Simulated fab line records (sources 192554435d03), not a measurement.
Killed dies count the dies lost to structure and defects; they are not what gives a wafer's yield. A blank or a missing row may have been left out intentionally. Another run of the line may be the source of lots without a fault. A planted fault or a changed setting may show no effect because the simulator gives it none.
The tool behind it: which one? -- flow n5Finfet -- 30 wafers from 10 lots sampled at 4 of the route's 1938 steps

## WHAT THE GAUGES SHOWED, per wafer
N5_BEOL_M4_RC_MEAS_101. Usual: DIBL_N 35.9 mV/V, standard deviation 2.5; DIBL_P 36.0 mV/V, standard deviation 3; IOFF_N 0.16 nA/um, standard deviation 0.047; IOFF_P 0.21 nA/um, standard deviation 0.047; ION_N 671 uA/um, standard deviation 14; ION_P 460 uA/um, standard deviation 8.8; SS_N 71.5 mV/dec, standard deviation 0.73; SS_P 73.2 mV/dec, standard deviation 0.91; VT_N 250 mV, standard deviation 4.3; VT_P -251 mV, standard deviation 3.6.
lot,measured,on,DIBL_N (mV/V),DIBL_P (mV/V),IOFF_N (nA/um),IOFF_P (nA/um),ION_N (uA/um),ION_P (uA/um),SS_N (mV/dec),SS_P (mV/dec),VT_N (mV),VT_P (mV),flag
L637,day 7 18:34,prober-02,34.8 37.7 34.1,34.4 37.2 33.6,0.14 0.20 0.14,0.19 0.22 0.17,662 679 653,453 465 444,71.0 72.4 70.5,73.3 73.2 72.7,250 245 249,-254 -251 -256,
L638,day 7 22:47,prober-01,35.4 32.2 35.9,36.4 32.9 37.2,0.15 0.11 0.16,0.18 0.16 0.20,667 653 682,451 451 467,71.5 70.5 71.4,73.3 72.3 73.0,253 252 250,-254 -254 -254,
L639,day 8 14:56,prober-02,39.5 36.4 35.5,41.7 37.2 36.5,0.27 0.17 0.18,0.31 0.23 0.23,692 671 690,472 465 472,72.5 72.1 71.3,74.9 73.7 74.1,240 247 243,-245 -248 -249,
L641,day 8 17:10,prober-02,37.0 35.6 33.9,37.4 35.8 33.4,0.17 0.15 0.11,0.22 0.20 0.16,679 682 653,462 463 451,72.2 72.4 71.4,73.4 72.9 72.3,250 249 256,-252 -251 -253,
L644,day 9 14:58,prober-02,35.2 32.0 32.7,34.8 32.5 32.3,0.16 0.12 0.12,0.17 0.14 0.14,677 660 658,453 452 449,71.7 70.7 70.5,72.9 72.5 72.9,250 252 254,-256 -254 -257,
L645,day 10 01:07,prober-01,37.0 36.8 38.2,35.8 35.4 36.5,0.16 0.15 0.17,0.21 0.19 0.21,681 667 674,465 454 457,71.8 71.2 72.0,74.2 73.2 73.9,251 251 247,-250 -254 -252,
L655,day 12 10:28,prober-02,39.7 38.5 34.5,41.2 39.9 35.4,0.27 0.25 0.15,0.32 0.29 0.23,703 690 681,470 471 467,73.1 72.2 71.6,74.6 75.1 73.0,241 244 248,-245 -245 -249,
L657,day 12 19:54,prober-01,34.3 35.8 37.4,34.8 37.5 40.5,0.13 0.15 0.21,0.19 0.22 0.29,667 654 692,460 457 473,71.5 71.7 72.7,73.0 73.7 74.5,253 251 243,-252 -249 -244,
L659,day 13 12:14,prober-02,35.0 34.7 32.9,35.1 34.8 32.7,0.13 0.15 0.10,0.19 0.19 0.16,655 681 656,452 468 455,71.1 71.2 71.0,72.8 73.5 72.0,255 251 259,-252 -250 -254,
L660,day 13 12:32,prober-01,35.2 39.7 33.6,33.5 39.0 33.2,0.12 0.20 0.11,0.16 0.25 0.16,668 673 664,458 457 462,71.1 73.0 70.8,73.0 74.5 72.2,254 249 253,-252 -250 -254,

N5_BEOL_M11_OCD_MEAS_38. Usual: trenchDepthNm 148 nm, standard deviation 3.3.
lot,measured,on,trenchDepthNm (nm),flag
L637,day 10 00:07,ocd-02,154 153 148,
L638,day 10 12:02,ocd-02,151 146 146,
L639,day 10 20:50,ocd-02,152 155 155,
L641,day 11 04:58,ocd-02,151 147 150,
L644,day 12 05:04,ocd-01,149 151 146,
L645,day 12 13:04,ocd-01,150 147 148,
L655,day 14 21:29,ocd-02,139 145 98,OFF
L657,day 15 05:58,ocd-02,148 147 146,
L659,day 15 23:02,ocd-02,147 145 146,
L660,day 15 23:31,ocd-02,146 142 151,

## WHAT TOOL EACH LOT RAN ON (gives the tool, then ch and the chambers of the sampled wafers, and finally the start)
lot,N5_BEOL_M11_HM_DEP_02,N5_BEOL_M11_ETCH_62
L637,"pvdSputter-01, day 9 18:07","rieDiel-04 ch 0,1, day 9 21:03"
L638,"pvdSputter-02, day 10 08:54","rieDiel-01 ch 0,1,3, day 10 09:43"
L639,"pvdSputter-02, day 10 15:34","rieDiel-01 ch 1,2,3, day 10 16:14"
L641,"pvdSputter-01, day 11 01:44","rieDiel-04 ch 0,2,3, day 11 02:25"
L644,"pvdSputter-03, day 12 01:54","rieDiel-04 ch 1,2,3, day 12 02:34"
L645,"pvdSputter-01, day 12 09:16","rieDiel-01 ch 1,2, day 12 11:02"
L655,"pvdSputter-03, day 14 17:41","rieDiel-04 ch 1,2, day 14 18:14"
L657,"pvdSputter-02, day 15 03:28","rieDiel-01 ch 0,1,2, day 15 04:05"
L659,"pvdSputter-01, day 15 20:16","rieDiel-05 ch 1,2, day 15 20:50"
L660,"pvdSputter-01, day 15 20:54","rieDiel-01 ch 0,1,2, day 15 21:26"
- N5_BEOL_M11_HM_DEP_02: deposits TiN, target thk 20 nm.
- N5_BEOL_M11_ETCH_62: etches SOC in N2/H2, target depth 110 nm, overetch 22 nm, time 165 s.

## AS READ BY THE TOOLS THEMSELVES (means over the sampled wafers that have a number; for cases with no such wafer, the mark the record gives instead)
N5_BEOL_M11_HM_DEP_02. Usual: throttleValvePct 29.8 %, standard deviation 0.74.
lot,tool,throttleValvePct (%),flag
L637,pvdSputter-01,29.1,
L638,pvdSputter-02,29.9,
L639,pvdSputter-02,29.8,
L641,pvdSputter-01,29.3,
L644,pvdSputter-03,30.0,
L645,pvdSputter-01,29.1,
L655,pvdSputter-03,30.3,
L657,pvdSputter-02,29.7,
L659,pvdSputter-01,28.9,
L660,pvdSputter-01,29.2,

N5_BEOL_M11_ETCH_62. Usual: biasW 150.0 W, standard deviation 0.43; drypumpMotorCurrentA 5.7 A, standard deviation 0.37; oesProductAu 0.69 a.u., standard deviation 0.061; rfVppV 524.8 V, standard deviation 1.9; showerheadPlenumPTorr 2.57 Torr, standard deviation 0.063; throttleValvePct 17.62 %, standard deviation 0.25.
lot,tool,biasW (W),drypumpMotorCurrentA (A),oesProductAu (a.u.),rfVppV (V),showerheadPlenumPTorr (Torr),throttleValvePct (%),flag
L637,rieDiel-04,150.4,5.1,0.62,526.6,2.65,17.72,
L638,rieDiel-01,149.8,5.8,0.69,524.6,2.56,17.74,
L639,rieDiel-01,150.2,5.9,0.74,523.8,2.56,17.78,
L641,rieDiel-04,150.0,5.8,0.68,525.5,2.58,17.56,
L644,rieDiel-04,150.1,5.7,0.68,525.6,2.58,17.57,
L645,rieDiel-01,150.4,5.7,0.70,525.4,2.61,17.93,
L655,rieDiel-04,150.3,5.3,0.64,526.2,2.62,17.78,
L657,rieDiel-01,150.1,5.7,0.70,523.4,2.53,17.75,
L659,rieDiel-05,149.6,5.7,0.70,525.6,2.56,17.60,
L660,rieDiel-01,150.3,5.7,0.70,523.8,2.53,17.77,

## THE ANSWER, worked out from the rows above alone
Rule: lot off if the mean of its wafers having a number is beyond 3 standard deviations from the usual mean. Also off: a lot with no number at a reading for which 4 or more lots have one. Where the step has rows for the other lots, those lots are counted as sound. After the gauges, taken in route order, come the tools' own readings; for these a lot's mean is taken, as printed above. The first step at which some lot is off is used, and at that step the reading that is off furthest; a lot without a number counts as furthest.
Off, at N5_BEOL_M11_OCD_MEAS_38 on trenchDepthNm: L655.
If a tool, at a process step before that reading, ran all the lots that are off and no sound lot after the first of them, it fits. Those tools and the gauges at N5_BEOL_M11_OCD_MEAS_38 are tried in the same way. This does not decide it: 2 tools fit, namely pvdSputter-03 at N5_BEOL_M11_HM_DEP_02 and rieDiel-04 at N5_BEOL_M11_ETCH_62.

## WHAT THE SIMULATOR HAD PUT IN
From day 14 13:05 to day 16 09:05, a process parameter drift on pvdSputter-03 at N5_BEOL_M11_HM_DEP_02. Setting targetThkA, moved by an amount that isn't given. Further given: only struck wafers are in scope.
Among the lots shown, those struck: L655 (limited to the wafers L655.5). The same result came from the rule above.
